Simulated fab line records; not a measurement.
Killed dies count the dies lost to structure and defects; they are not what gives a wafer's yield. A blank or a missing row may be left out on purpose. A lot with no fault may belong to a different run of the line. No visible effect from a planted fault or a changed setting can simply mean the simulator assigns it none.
fab line records	flow n5Finfet
[record] lots = 24	wafers = 72	lastDay = 17
route steps=1938 shown MOL_CONTACT_COAG@528
lots with no fault: from the same line, run without faults
startH: the number of hours between the record's first day and the start of the first shown wafer of the lot	waitH: hours since the lot's step before	" same as the row above	L1.1+2: one row covering several wafers at once	- no value present, or no start provided	* or withheld: withheld	< > ~ a bound
route shown NAME@n: a module of which the file shows steps, and the number in the route of the first	usual: mean/standard deviation of fault-free wafers	same: alike in all rows	chamber/n: place in a boat	sites: per-site readings	_std_site: standard deviation of those values	_edge_site: inner sites' mean taken away from outer sites' mean	radiusMm: how far each site lies from the wafer's centre	mask NAME#n: copy n	behind: the last tool/chamber to shape the wafer	hold: why the lot went on hold/how many hours it stayed there/how the hold came to an end	device: names the non-switching transistor (n, p or np)	end of line: the same wafers' tests at the end of the route	a step with no rows: only its recipe	killed: the dies lost at the first sort to structure and to defects; this is not the yield of the wafer	map: dies across one wafer; x = killed, . = not, _ = none there
set.NAME: setting as actually run; set.NAME@STEP: the setting as run at that earlier step	model.NAME: the simulator's own value behind a step, which no gauge read
a sample of lots followed through the steps of the route, with each step as a table and each wafer as a row
services: a tool's chamber out of use, with start hour (startH, from the record's first day; less than 0 if before it), hours out, and reason
[[steps]]
[step N5_MOL_CONTACT_COAG_INSPECT_10]
[recipe] mode = adi	inspectInstrument = brightfield
[usual] rawDefectCount = 68/23
lot.wafer	tool	chamber	startH	waitH	rawDefectCount
L074.1	defectInspect-01	-	91.86	0.1	63
L074.3	"	-	"	"	67
L074.6	"	-	"	"	94
L075.1	defectInspect-02	-	92.39	0.1	85
L075.4	"	-	"	"	58
L075.5	"	-	"	"	88
L076.2	defectInspect-01	-	100.18	0.0	60
L076.3	"	-	"	"	73
L076.6	"	-	"	"	68
L077.3	defectInspect-02	-	110.31	0.0	46
L077.4	"	-	"	"	74
L077.6	"	-	"	"	38
L078.1	defectInspect-01	-	116.53	0.1	86
L078.3	"	-	"	"	106
L078.5	"	-	"	"	98
L079.1	defectInspect-02	-	120.70	0.1	43
L079.5	"	-	"	"	66
L079.6	"	-	"	"	74
L080.1	defectInspect-02	-	126.17	0.1	24
L080.4	"	-	"	"	40
L080.6	"	-	"	"	33
L081.4	defectInspect-01	-	129.64	0.0	112
L081.5	"	-	"	"	53
L081.6	"	-	"	"	41
L082.2	defectInspect-01	-	134.82	0.0	76
L082.3	"	-	"	"	58
L082.6	"	-	"	"	37
L083.1	defectInspect-01	-	141.96	0.1	142
L083.2	"	-	"	"	36
L083.4	"	-	"	"	47
L084.1	defectInspect-02	-	150.92	0.1	57
L084.2	"	-	"	"	69
L084.3	"	-	"	"	56
L085.2	defectInspect-02	-	159.02	0.0	48
L085.3	"	-	"	"	93
L085.4	"	-	"	"	62
L086.2	defectInspect-02	-	163.40	0.0	39
L086.3	"	-	"	"	113
L086.5	"	-	"	"	91
L087.2	defectInspect-01	-	168.41	0.0	65
L087.3	"	-	"	"	57
L087.6	"	-	"	"	60
L088.1	defectInspect-01	-	173.22	0.1	54
L088.3	"	-	"	"	50
L088.4	"	-	"	"	35
L089.3	defectInspect-02	-	178.85	0.0	91
L089.5	"	-	"	"	74
L089.6	"	-	"	"	62
L090.2	defectInspect-02	-	183.83	0.0	50
L090.5	"	-	"	"	55
L090.6	"	-	"	"	71
L091.2	defectInspect-01	-	193.60	0.0	67
L091.5	"	-	"	"	63
L091.6	"	-	"	"	66
L092.1	defectInspect-02	-	200.95	0.1	116
L092.4	"	-	"	"	61
L092.6	"	-	"	"	73
L093.3	defectInspect-02	-	211.35	0.1	43
L093.4	"	-	"	"	126
L093.6	"	-	"	"	61
L094.1	defectInspect-02	-	214.99	0.1	81
L094.2	"	-	"	"	109
L094.6	"	-	"	"	80
L095.1	defectInspect-01	-	218.17	0.1	99
L095.2	"	-	"	"	153
L095.4	"	-	"	"	86
L096.2	defectInspect-02	-	224.50	0.0	67
L096.4	"	-	"	"	82
L096.5	"	-	"	"	80
L097.1	defectInspect-01	-	226.36	0.1	55
L097.2	"	-	"	"	48
L097.5	"	-	"	"	58
[step N5_MOL_CONTACT_COAG_ETCH_105]
[recipe] chemistry = CF4	target = SiARC	targetDepthA = 156	maskMaterial = CAR-EUV	timeS = 26	ionEnergyEv = 80	pressureMtorr = 40	sourceW = 545	biasW = 36	Ar_flow_sccm = 100	cf4FlowSccm = 100	ends = cleared
[usual] drypumpMotorCurrentA = 5.6/0.54	etchRfOnTimeS = 25.8/0.45	oesProductAu = 0.71/0.078	rfVppV = 184.2/1.1	showerheadPlenumPTorr = 2.15/0.06	throttleValvePct = 15.51/0.23
lot.wafer	tool	chamber	startH	waitH	drypumpMotorCurrentA	etchRfOnTimeS	oesProductAu	rfHoursCounterH	rfVppV	showerheadPlenumPTorr	throttleValvePct
L074.1	rieDiel-04	0	91.95	0.0	6.3	25.8	0.76	24	183.8	2.19	15.07
L074.3	"	2	"	"	5.2	24.8	0.82	15	185.8	2.19	15.26
L074.6	"	0	"	"	6.3	26.0	0.75	-	184.4	2.19	15.08
L075.1	rieDiel-02	0	92.56	0.0	5.0	26.7	0.58	223	183.6	2.04	15.89
L075.4	"	3	"	"	5.9	25.5	0.82	-	185.5	2.27	15.26
L075.5	"	2	"	"	4.9	25.5	0.72	-	183.2	2.16	15.68
L076.2	rieDiel-06	0	100.34	0.0	5.8	25.7	0.63	175	182.5	2.13	15.58
L076.3	"	2	"	"	6.1	26.1	0.78	13	183.1	2.10	15.40
L076.6	"	1	"	"	5.3	26.3	0.58	-	186.6	2.19	15.99
L077.3	rieDiel-02	0	110.40	0.0	5.0	26.3	0.58	232	182.3	2.03	15.90
L077.4	"	2	"	"	4.9	25.7	0.69	81	183.6	2.16	15.70
L077.6	"	3	"	"	5.9	25.4	0.80	-	183.5	2.27	15.27
L078.1	rieDiel-04	1	116.62	0.0	5.5	25.8	0.62	179	182.7	2.12	15.67
L078.3	"	3	"	"	5.5	25.5	0.71	90	185.4	2.16	15.56
L078.5	"	2	"	"	5.2	24.6	0.81	-	183.6	2.19	15.27
L079.1	rieDiel-02	3	120.79	0.0	5.9	25.5	0.80	22	186.6	2.27	15.29
L079.5	"	2	"	"	4.9	25.6	0.70	-	184.7	2.16	15.70
L079.6	"	1	"	"	6.7	25.5	0.85	-	184.2	2.10	15.29
L080.1	rieDiel-04	1	126.26	0.0	5.5	25.9	0.62	182	183.4	2.12	15.68
L080.4	"	0	"	"	6.3	25.7	0.74	37	184.4	2.19	15.08
L080.6	"	2	"	"	5.1	24.8	0.81	-	183.9	2.19	15.27
L081.4	rieDiel-06	0	129.73	0.0	5.8	25.6	0.63	187	183.3	2.13	15.61
L081.5	"	2	"	"	6.1	26.3	0.75	-	183.6	2.10	15.43
L081.6	"	1	"	"	5.3	26.1	0.83	-	184.9	2.19	15.48
L082.2	rieDiel-02	2	134.91	0.0	5.0	25.9	0.69	89	183.1	2.16	15.71
L082.3	"	0	"	"	5.0	26.6	0.57	241	182.7	2.03	15.91
L082.6	"	3	"	"	5.9	25.6	0.78	-	186.0	2.27	15.29
L083.1	rieDiel-02	1	142.05	0.0	6.7	25.8	0.82	11	183.3	2.09	15.32
L083.2	"	3	"	"	5.9	25.7	0.78	30	184.6	2.27	15.32
L083.4	"	0	"	"	5.0	26.9	0.56	243	183.6	2.03	15.92
L084.1	rieDiel-04	3	151.14	0.0	5.5	26.0	0.68	103	184.2	2.16	15.57
L084.2	"	2	"	"	5.2	25.2	0.79	34	184.4	2.18	15.29
L084.3	"	0	"	"	6.2	25.9	0.73	46	184.6	2.18	15.11
L085.2	rieDiel-06	1	159.11	0.0	5.3	26.6	0.77	10	184.3	2.19	15.51
L085.3	"	0	"	"	5.8	25.9	0.61	197	185.0	2.12	15.62
L085.4	"	2	"	"	6.1	26.3	0.73	34	184.0	2.09	15.45
L086.2	rieDiel-04	2	163.49	0.0	5.1	25.3	0.78	38	185.0	2.18	15.30
L086.3	"	3	"	"	5.5	26.0	0.68	107	184.9	2.16	15.59
L086.5	"	2	"	"	5.2	25.4	0.77	-	185.1	2.18	15.31
L087.2	rieDiel-02	1	168.50	0.0	6.7	25.6	0.80	22	183.9	2.09	15.34
L087.3	"	2	"	"	5.0	25.9	0.68	101	185.9	2.15	15.74
L087.6	"	3	"	"	5.9	25.5	0.76	-	185.7	2.26	15.32
L088.1	rieDiel-04	2	173.31	0.0	5.1	25.2	0.77	41	184.2	2.18	15.30
L088.3	"	0	"	"	6.2	26.1	0.72	53	185.4	2.18	15.14
L088.4	"	1	"	"	5.5	26.3	0.61	197	183.9	2.12	15.71
L089.3	rieDiel-02	3	178.94	0.0	5.9	25.7	0.76	44	182.8	2.26	15.33
L089.5	"	3	"	"	5.9	25.6	0.76	-	185.2	2.26	15.34
L089.6	"	2	"	"	4.9	25.8	0.68	-	185.4	2.15	15.75
L090.2	rieDiel-06	0	183.91	0.0	5.8	25.8	0.61	206	183.7	2.12	15.64
L090.5	"	3	"	"	5.0	26.3	0.61	-	182.5	2.12	15.81
L090.6	"	2	"	"	6.1	26.3	0.73	-	183.5	2.09	15.47
L091.2	rieDiel-02	3	193.69	0.0	5.9	25.4	0.75	49	184.6	2.26	15.33
L091.5	"	2	"	"	4.9	25.6	0.68	-	183.9	2.15	15.75
L091.6	"	1	"	"	6.7	25.5	0.78	-	183.3	2.09	15.36
L092.1	rieDiel-06	0	201.04	0.0	5.8	25.8	0.60	212	184.3	2.12	15.66
L092.4	"	3	"	"	5.0	26.6	0.61	232	182.9	2.11	15.84
L092.6	"	3	"	"	5.0	26.6	0.60	-	184.9	2.11	15.84
L093.3	rieDiel-02	2	211.61	0.0	4.9	25.8	0.66	118	185.0	2.15	15.77
L093.4	"	3	"	"	5.9	25.3	0.74	54	184.4	2.26	15.35
L093.6	"	3	"	"	5.9	25.3	0.75	-	186.5	2.26	15.36
L094.1	rieDiel-04	2	215.08	0.0	5.1	24.6	0.76	55	184.4	2.18	15.34
L094.2	"	0	"	"	6.3	25.7	0.71	67	183.9	2.18	15.16
L094.6	"	0	"	"	6.2	25.6	0.71	-	184.9	2.17	15.16
L095.1	rieDiel-04	2	218.26	0.0	5.1	25.0	0.76	56	184.5	2.18	15.32
L095.2	"	1	"	"	5.5	26.0	0.61	212	182.8	2.11	15.74
L095.4	"	3	"	"	5.5	25.7	0.67	125	183.9	2.15	15.61
L096.2	rieDiel-04	0	224.79	0.0	6.2	25.6	0.70	71	184.6	2.17	15.16
L096.4	"	2	"	"	5.1	24.7	0.76	58	184.4	2.17	15.33
L096.5	"	1	"	"	5.5	25.8	0.60	-	182.6	2.11	15.74
L097.1	rieDiel-04	3	226.92	0.0	5.5	25.8	0.67	128	184.2	2.15	15.63
L097.2	"	0	"	"	6.3	26.1	0.70	72	185.0	2.17	15.17
L097.5	"	3	"	"	5.5	25.9	0.66	-	184.2	2.15	15.62
[step N5_MOL_CONTACT_COAG_PRE_CLEAN_141]
[recipe] gas = H2/He	timeS = 60	tempC = 300
[usual] heaterPowerW = 478/58	susceptorTempC = 300.01/0.2
lot.wafer	tool	chamber	startH	waitH	heaterPowerW	susceptorTempC
L075.1	pvdSputter-01	-	94.65	0.5	547	299.68
L075.4	"	-	"	"	503	300.39
L075.5	"	-	"	"	557	299.91
L074.1	pvdSputter-01	-	94.81	0.6	508	300.06
L074.3	"	-	"	"	481	300.12
L074.6	"	-	"	"	562	299.87
L076.2	pvdSputter-01	-	102.16	0.2	473	299.84
L076.3	"	-	"	"	511	300.14
L076.6	"	-	"	"	437	300.19
L077.3	pvdSputter-03	-	115.51	2.9	424	300.24
L077.4	"	-	"	"	424	300.39
L077.6	"	-	"	"	424	300.30
L078.1	pvdSputter-02	-	119.27	1.0	576	299.83
L078.3	"	-	"	"	436	300.08
L078.5	"	-	"	"	396	299.80
L079.1	pvdSputter-02	-	124.63	2.3	559	299.93
L079.5	"	-	"	"	557	299.88
L079.6	"	-	"	"	448	299.97
L080.1	pvdSputter-03	-	128.66	0.6	422	300.10
L080.4	"	-	"	"	449	300.24
L080.6	"	-	"	"	457	299.88
L081.4	pvdSputter-01	-	132.12	0.2	443	300.08
L081.5	"	-	"	"	427	300.32
L081.6	"	-	"	"	545	299.82
L082.2	pvdSputter-03	-	136.63	0.2	461	300.04
L082.3	"	-	"	"	415	300.42
L082.6	"	-	"	"	427	300.07
L083.1	pvdSputter-02	-	144.75	0.3	433	300.38
L083.2	"	-	"	"	582	299.79
L083.4	"	-	"	"	383	299.61
L084.1	pvdSputter-02	-	153.16	0.6	388	300.22
L084.2	"	-	"	"	577	299.82
L084.3	"	-	"	"	541	300.19
L085.2	pvdSputter-01	-	162.63	2.1	536	300.15
L085.3	"	-	"	"	440	299.65
L085.4	"	-	"	"	507	299.97
L086.2	pvdSputter-03	-	167.26	0.8	411	299.98
L086.3	"	-	"	"	499	300.20
L086.5	"	-	"	"	478	300.26
L087.2	pvdSputter-01	-	171.35	0.7	569	300.01
L087.3	"	-	"	"	480	299.78
L087.6	"	-	"	"	556	299.84
L088.1	pvdSputter-03	-	176.38	1.7	416	300.06
L088.3	"	-	"	"	420	299.90
L088.4	"	-	"	"	474	300.00
L089.3	pvdSputter-03	-	180.72	0.3	421	299.53
L089.5	"	-	"	"	475	300.11
L089.6	"	-	"	"	408	299.66
L090.2	pvdSputter-03	-	187.22	1.8	417	300.01
L090.5	"	-	"	"	419	299.79
L090.6	"	-	"	"	417	300.08
L091.2	pvdSputter-02	-	195.28	0.2	592	299.92
L091.5	"	-	"	"	396	299.81
L091.6	"	-	"	"	613	300.03
L092.1	pvdSputter-02	-	203.28	0.2	442	300.33
L092.4	"	-	"	"	581	300.36
L092.6	"	-	"	"	573	300.23
L093.3	pvdSputter-01	-	216.88	2.1	555	299.66
L093.4	"	-	"	"	516	299.82
L093.6	"	-	"	"	506	299.93
L094.1	pvdSputter-01	-	217.54	0.2	437	300.11
L094.2	"	-	"	"	526	299.87
L094.6	"	-	"	"	436	299.91
L095.1	pvdSputter-01	-	219.87	0.2	471	299.96
L095.2	"	-	"	"	553	299.85
L095.4	"	-	"	"	433	300.05
L096.2	pvdSputter-01	-	227.30	1.0	448	300.00
L096.4	"	-	"	"	554	299.85
L096.5	"	-	"	"	479	299.93
L097.1	pvdSputter-03	-	229.73	0.5	468	300.30
L097.2	"	-	"	"	416	300.00
L097.5	"	-	"	"	493	299.91
[step N5_MOL_CONTACT_COAG_CO_FILL_22]
[recipe] material = Co	targetThkA = 200	tempC = 200	precursor = CCTBA/H2	pressureTorr = 30
[usual] heaterPowerW = 234/25	susceptorTempC = 199.99/0.16
lot.wafer	tool	chamber	startH	waitH	heaterPowerW	susceptorTempC
L075.1	cvdCo-02	0	94.88	0.1	199	200.32
L075.4	"	1	"	"	272	199.83
L075.5	"	0	"	"	202	199.80
L074.1	cvdCo-01	1	94.99	0.1	234	199.92
L074.3	"	0	"	"	217	200.05
L074.6	"	1	"	"	237	199.93
L076.2	cvdCo-01	1	102.34	0.1	240	199.98
L076.3	"	0	"	"	214	200.07
L076.6	"	0	"	"	211	200.16
L077.3	cvdCo-02	2	115.69	0.1	262	199.91
L077.4	"	2	"	"	258	199.86
L077.6	"	0	"	"	197	199.82
L078.1	cvdCo-01	2	119.45	0.1	229	200.20
L078.3	"	0	"	"	209	200.21
L078.5	"	0	"	"	216	200.17
L079.1	cvdCo-02	1	124.81	0.1	279	199.94
L079.5	"	0	"	"	205	199.95
L079.6	"	1	"	"	281	199.93
L080.1	cvdCo-01	2	128.84	0.1	229	200.13
L080.4	"	0	"	"	219	199.75
L080.6	"	0	"	"	212	200.12
L081.4	cvdCo-02	2	132.65	0.4	268	199.88
L081.5	"	0	"	"	199	199.92
L081.6	"	1	"	"	281	199.86
L082.2	cvdCo-02	2	136.88	0.1	262	199.65
L082.3	"	1	"	"	273	200.08
L082.6	"	2	"	"	261	199.85
L083.1	cvdCo-01	1	144.93	0.1	236	200.18
L083.2	"	2	"	"	233	199.82
L083.4	"	1	"	"	225	199.95
L084.1	cvdCo-01	2	153.34	0.1	227	199.86
L084.2	"	0	"	"	206	199.90
L084.3	"	1	"	"	228	200.10
L085.2	cvdCo-01	0	162.81	0.1	214	199.95
L085.3	"	1	"	"	233	199.93
L085.4	"	1	"	"	231	200.11
L086.2	cvdCo-01	2	167.45	0.1	231	200.08
L086.3	"	1	"	"	231	200.02
L086.5	"	0	"	"	216	199.98
L087.2	cvdCo-01	1	171.53	0.1	233	199.85
L087.3	"	2	"	"	235	199.88
L087.6	"	0	"	"	212	199.79
L088.1	cvdCo-02	1	176.58	0.1	282	199.74
L088.3	"	0	"	"	197	200.17
L088.4	"	1	"	"	282	200.11
L089.3	cvdCo-01	2	180.92	0.1	229	200.05
L089.5	"	2	"	"	233	200.13
L089.6	"	1	"	"	236	200.10
L090.2	cvdCo-02	1	187.41	0.1	278	200.07
L090.5	"	1	"	"	278	199.94
L090.6	"	2	"	"	258	199.79
L091.2	cvdCo-01	1	195.46	0.1	225	199.98
L091.5	"	0	"	"	215	199.94
L091.6	"	1	"	"	237	200.12
L092.1	cvdCo-02	0	203.50	0.1	196	200.02
L092.4	"	1	"	"	279	200.01
L092.6	"	2	"	"	261	199.70
L093.3	cvdCo-01	1	217.06	0.1	226	199.88
L093.4	"	1	"	"	226	200.04
L093.6	"	2	"	"	235	200.01
L094.1	cvdCo-01	1	217.72	0.1	234	199.83
L094.2	"	2	"	"	235	199.99
L094.6	"	0	"	"	220	200.20
L095.1	cvdCo-02	2	220.05	0.1	267	199.82
L095.2	"	1	"	"	282	200.06
L095.4	"	2	"	"	265	200.04
L096.2	cvdCo-02	2	227.48	0.1	268	200.03
L096.4	"	1	"	"	273	200.11
L096.5	"	2	"	"	269	200.18
L097.1	cvdCo-01	2	229.97	0.1	236	199.94
L097.2	"	0	"	"	213	199.73
L097.5	"	1	"	"	237	200.09
[step N5_MOL_CONTACT_COAG_INSPECT_57]
[recipe] mode = adi	inspectInstrument = brightfield
[usual] rawDefectCount = 179/52
lot.wafer	tool	chamber	startH	waitH	rawDefectCount
L075.1	defectInspect-02	-	102.00	0.1	201
L075.4	"	-	"	"	207
L075.5	"	-	"	"	199
L074.1	defectInspect-01	-	102.61	0.1	133
L074.3	"	-	"	"	149
L074.6	"	-	"	"	152
L076.2	defectInspect-02	-	108.25	0.0	177
L076.3	"	-	"	"	206
L076.6	"	-	"	"	141
L077.3	defectInspect-02	-	121.56	0.0	162
L077.4	"	-	"	"	156
L077.6	"	-	"	"	136
L078.1	defectInspect-02	-	126.04	0.1	177
L078.3	"	-	"	"	167
L078.5	"	-	"	"	228
L079.1	defectInspect-02	-	131.84	0.1	180
L079.5	"	-	"	"	139
L079.6	"	-	"	"	194
L080.1	defectInspect-02	-	135.30	0.1	176
L080.4	"	-	"	"	233
L080.6	"	-	"	"	133
L081.4	defectInspect-02	-	138.31	0.0	156
L081.5	"	-	"	"	173
L081.6	"	-	"	"	124
L082.2	defectInspect-01	-	145.41	0.0	143
L082.3	"	-	"	"	140
L082.6	"	-	"	"	189
L083.1	defectInspect-01	-	156.24	0.1	108
L083.2	"	-	"	"	139
L083.4	"	-	"	"	119
L084.1	defectInspect-02	-	160.04	0.1	187
L084.2	"	-	"	"	156
L084.3	"	-	"	"	167
L085.2	defectInspect-02	-	170.37	0.0	190
L085.3	"	-	"	"	182
L085.4	"	-	"	"	169
L086.2	defectInspect-02	-	174.99	0.0	149
L086.3	"	-	"	"	175
L086.5	"	-	"	"	182
L087.2	defectInspect-01	-	177.80	0.0	189
L087.3	"	-	"	"	277
L087.6	"	-	"	"	283
L088.1	defectInspect-01	-	184.75	0.1	214
L088.3	"	-	"	"	225
L088.4	"	-	"	"	193
L089.3	defectInspect-01	-	187.82	0.0	347
L089.5	"	-	"	"	249
L089.6	"	-	"	"	282
L090.2	defectInspect-01	-	195.22	0.0	229
L090.5	"	-	"	"	185
L090.6	"	-	"	"	165
L091.2	defectInspect-01	-	202.50	0.0	249
L091.5	"	-	"	"	166
L091.6	"	-	"	"	169
L092.1	defectInspect-01	-	210.90	0.1	147
L092.4	"	-	"	"	182
L092.6	"	-	"	"	149
L093.3	defectInspect-02	-	223.10	0.0	99
L093.4	"	-	"	"	119
L093.6	"	-	"	"	125
L094.1	defectInspect-02	-	223.60	0.1	262
L094.2	"	-	"	"	211
L094.6	"	-	"	"	245
L095.1	defectInspect-02	-	226.31	0.1	193
L095.2	"	-	"	"	228
L095.4	"	-	"	"	225
L096.2	defectInspect-01	-	233.51	0.3	131
L096.4	"	-	"	"	187
L096.5	"	-	"	"	136
L097.1	defectInspect-02	-	236.43	0.1	246
L097.2	"	-	"	"	239
L097.5	"	-	"	"	197
[step N5_MOL_CONTACT_COAG_ALD_131]
[recipe] material = SiO2	targetThkA = 50	tempC = 100	aldPrecursorFamily = BDEAS	aldCoReactant = O2-plasma	pulseTimeS = 1	coReactantPulseTimeS = 1	purgeTimeS = 2	coReactantPurgeTimeS = 2	aldCycles = 35	pressureTorr = 2
[usual] heaterPowerW = 80/8.3	precursorPulseHeightRel = 0.999/0.021	susceptorTempC = 100.02/0.14
lot.wafer	tool	chamber	startH	waitH	heaterPowerW	precursorPulseHeightRel	susceptorTempC
L075.1	aldSin-03	2	102.17	0.1	79	1.038	99.85
L075.4	"	3	"	"	93	1.018	99.96
L075.5	"	2	"	"	79	0.983	100.11
L074.1	aldSin-02	2	102.78	0.1	77	1.023	99.86
L074.3	"	3	"	"	69	1.012	99.99
L074.6	"	1	"	"	80	1.003	99.87
L076.2	aldSin-04	1	108.42	0.1	89	0.991	100.17
L076.3	"	2	"	"	83	1.001	99.86
L076.6	"	1	"	"	88	0.980	100.16
L077.3	aldSin-02	3	121.72	0.1	70	1.009	99.93
L077.4	"	0	"	"	67	0.992	100.00
L077.6	"	3	"	"	69	1.023	99.99
L078.1	aldSin-03	0	126.21	0.1	76	0.984	100.01
L078.3	"	2	"	"	76	0.975	99.86
L078.5	"	2	"	"	80	1.001	100.14
L079.1	aldSin-02	1	132.18	0.1	78	1.022	100.06
L079.5	"	0	"	"	68	1.007	100.06
L079.6	"	1	"	"	80	0.982	99.88
L080.1	aldSin-03	2	136.19	0.8	82	1.038	100.25
L080.4	"	1	"	"	78	0.975	99.73
L080.6	"	3	"	"	95	1.010	100.12
L081.4	aldSin-03	2	138.77	0.3	80	1.017	99.98
L081.5	"	3	"	"	93	0.998	100.19
L081.6	"	2	"	"	79	0.961	99.88
L082.2	aldSin-04	2	146.13	0.3	83	1.009	100.03
L082.3	"	0	"	"	70	0.997	99.85
L082.6	"	0	"	"	71	1.023	99.96
L083.1	aldSin-04	0	156.41	0.1	71	0.991	99.94
L083.2	"	2	"	"	85	0.975	100.08
L083.4	"	1	"	"	91	0.959	99.93
L084.1	aldSin-03	1	160.21	0.1	81	0.945	100.15
L084.2	"	2	"	"	78	1.000	100.10
L084.3	"	3	"	"	96	0.992	99.94
L085.2	aldSin-04	2	170.54	0.1	84	0.988	99.93
L085.3	"	0	"	"	69	1.026	99.98
L085.4	"	2	"	"	83	1.016	99.81
L086.2	aldSin-03	3	175.33	0.1	97	0.976	100.24
L086.3	"	0	"	"	78	1.018	99.90
L086.5	"	3	"	"	98	1.036	100.21
L087.2	aldSin-04	3	178.06	0.1	84	1.015	100.26
L087.3	"	1	"	"	88	0.956	99.91
L087.6	"	0	"	"	70	0.986	99.78
L088.1	aldSin-02	3	184.92	0.1	67	0.996	100.12
L088.3	"	1	"	"	78	1.031	99.84
L088.4	"	2	"	"	78	1.013	99.97
L089.3	aldSin-03	2	187.99	0.1	80	0.980	100.22
L089.5	"	1	"	"	81	0.991	100.07
L089.6	"	2	"	"	81	1.011	100.22
L090.2	aldSin-02	2	195.77	0.4	79	1.022	99.88
L090.5	"	0	"	"	67	0.994	100.24
L090.6	"	1	"	"	78	0.988	100.01
L091.2	aldSin-04	3	203.55	0.1	82	0.978	100.03
L091.5	"	3	"	"	83	0.997	100.15
L091.6	"	2	"	"	85	0.986	99.93
L092.1	aldSin-03	2	211.11	0.1	80	0.970	99.95
L092.4	"	3	"	"	92	1.005	100.05
L092.6	"	2	"	"	82	1.003	99.96
L093.3	aldSin-03	1	223.26	0.1	81	0.957	99.89
L093.4	"	3	"	"	93	1.027	99.96
L093.6	"	3	"	"	95	1.007	99.90
L094.1	aldSin-02	0	224.78	1.1	69	1.019	100.00
L094.2	"	2	"	"	77	1.033	99.98
L094.6	"	0	"	"	67	0.999	99.77
L095.1	aldSin-04	1	226.89	0.1	90	1.028	100.15
L095.2	"	0	"	"	71	1.002	99.94
L095.4	"	0	"	"	69	0.987	100.04
L096.2	aldSin-02	3	234.62	0.2	69	1.004	100.09
L096.4	"	3	"	"	68	1.002	99.87
L096.5	"	1	"	"	78	0.982	100.10
L097.1	aldSin-02	3	238.37	0.1	70	0.984	100.01
L097.2	"	2	"	"	78	1.025	100.21
L097.5	"	0	"	"	70	0.992	100.12
[[services]]
tool	chamber	startH	hours	kind
aldSin-04	-	73.66	6.1	pm
pvdSputter-03	-	80.42	8.4	repair
aldSin-02	3	84.38	4.8	repair
aldSin-03	-	87.07	14.0	pm
aldSin-04	0	102.95	12.7	repair
rieDiel-04	1	107.47	3.4	repair
pvdSputter-03	-	118.23	5.8	repair
aldSin-02	3	122.06	3.6	repair
cvdCo-01	-	131.37	6.9	pm
aldSin-02	-	134.01	14.6	pm
aldSin-03	1	141.84	10.6	repair
aldSin-03	-	144.84	14.6	pm
aldSin-02	-	148.61	6.1	pm
rieDiel-06	-	153.59	1.2	repair
pvdSputter-01	-	164.86	1.5	repair
aldSin-03	-	167.85	0.5	repair
rieDiel-06	1	175.24	16.7	repair
aldSin-04	0	179.12	45.6	repair
pvdSputter-02	-	187.05	3.7	repair
cvdCo-02	-	193.68	4.3	pm
rieDiel-02	3	196.56	2.4	repair
rieDiel-02	-	217.41	0.9	repair
rieDiel-02	-	221.67	28.1	pm
aldSin-02	0	232.86	3.7	repair
[[key]]
fault none
